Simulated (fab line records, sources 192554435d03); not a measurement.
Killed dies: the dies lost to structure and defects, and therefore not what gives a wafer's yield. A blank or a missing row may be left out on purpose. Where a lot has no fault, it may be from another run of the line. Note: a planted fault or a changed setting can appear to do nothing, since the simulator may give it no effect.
A struck lot beside a sound one    flow n5Finfet    21 out of 1938 route steps
Sound: these wafers, L328.1, L328.3, L328.5. Wafers struck: L335.1, L335.3, L335.5. The cause is named last.
Order at every step that has rows: each side's tool, ch and its chambers, its first start. Under that, the readings that differ: sound wafers    struck wafers    difference of the means    sigmas: that difference in standard deviations of wafers without a fault.
alike: words and numbers the same on both sides, and readings whose means are apart by under 2 such deviations; not compared: readings that were withheld, readings missing a value for some wafer, numbers with overlapping values and no deviation given by the record, and bounds like >300 which may hide the same value.
The two part at a step that has a row with sigmas, a row that says differs or no value, or rows on one side only. Numbers that don't overlap but have no deviation are shown without sigmas and don't part them. Lack of a reading on every wafer of one side parts them only where that side has two or more wafers.

first, 1 step without rows for these wafers: N5_WELL_APT_HARDBAKE_12 (time 120 s).
N5_WELL_APT_CD_MEAS_08 targets a cd of 200 nm.
  sound on cdSem-01 ch 0, day 2 07:53; struck on cdSem-01 ch 0, day 4 01:48
  alike: cdNm
N5_WELL_APT_OVL_MEAS_09:
  sound on overlay-01 ch 0, day 2 07:55; struck on overlay-02 ch 0, day 4 01:50
  alike: NWELL_OVL
N5_WELL_APT_INSPECT_10: inspects for defects (macro).
  sound on defectInspect-01, day 2 07:56; struck on defectInspect-01, day 4 01:51
  alike: rawDefectCount
N5_WELL_APT_DESCUM_13: chemistry O2, time 7.9 s.
  sound on rieDiel-02 ch 0,2,3, day 2 08:00; struck on rieDiel-02 ch 0,1,2, day 4 01:53
  alike: drypumpMotorCurrentA, o2FlowSccm, oesProductAu, rfVppV, showerheadPlenumPTorr, throttleValvePct
  not compared: rfHoursCounterH
then, 7 steps without rows for these wafers: N5_WELL_APT_IMPLANT_14; N5_WELL_APT_IMPLANT_15; N5_WELL_APT_STRIP_16 (strips in SPM, time 900 s); N5_WELL_APT_HMDS_18 (time 60 s); N5_WELL_APT_COAT_19 (resist thk 950 nm); N5_WELL_APT_EBR_21; N5_WELL_APT_SOFTBAKE_20 (time 60 s).
N5_WELL_APT_EXPOSE_22: exposes mask PWELL, defocus 0 nm, target cd 200 nm.
  sound on krfScanner-01 ch 0, day 2 08:52; struck on krfScanner-01 ch 0, day 4 02:53
reading            sound                 struck                difference  sigmas
exposureDoseMJCm2  23.192 23.161 23.197  24.841 24.818 24.803  +1.637      +68
  alike: mask, reticleTempC
then, 3 steps without rows for these wafers: N5_WELL_APT_PEB_23 (peb time 90 s); N5_WELL_APT_DEVELOP_24 (develop time 45 s); N5_WELL_APT_HARDBAKE_29 (time 120 s).
N5_WELL_APT_CD_MEAS_25 targets a cd of 200 nm.
  sound on cdSem-03 ch 0, day 2 09:02; struck on cdSem-02 ch 0, day 4 03:03
reading    sound              struck             difference  sigmas
cdNm (nm)  200.0 201.9 200.3  211.6 211.7 211.3  +10.8       +6
N5_WELL_APT_OVL_MEAS_26:
  sound on overlay-01 ch 0, day 2 09:04; struck on overlay-02 ch 0, day 4 03:05
  alike: PWELL_OVL
N5_WELL_APT_INSPECT_27: inspects for defects (macro).
  sound on defectInspect-02, day 2 09:05; struck on defectInspect-02, day 4 03:07
  alike: rawDefectCount
N5_WELL_APT_DESCUM_30: chemistry O2, time 7.9 s.
  sound on rieDiel-05 ch 0,3, day 2 09:17; struck on rieDiel-02 ch 1,2, day 4 03:08
reading                       sound              struck             difference  sigmas
rfVppV (V)                    246.2 243.6 245.2  241.4 240.9 242.8  -3.3        -2
showerheadPlenumPTorr (Torr)  2.19 2.21 2.19     2.06 1.98 2.06     -0.16       -2
model.WELL_APT.cdNm (nm)      200.2 201.7 200.6  211.5 211.4 211.5  +10.6       
  alike: drypumpMotorCurrentA, o2FlowSccm, oesProductAu, throttleValvePct
  not compared: rfHoursCounterH
next, for these wafers, 1 step has no rows: N5_WELL_APT_IMPLANT_31.

## WHERE THEY PART
At N5_WELL_APT_EXPOSE_22 first; at N5_WELL_APT_DESCUM_30 last (within this record only).

WHY: what had been put in by the simulator
Process parameters drifting: krfScanner-01 at N5_WELL_APT_EXPOSE_22, beginning at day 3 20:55. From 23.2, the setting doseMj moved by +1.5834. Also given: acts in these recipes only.
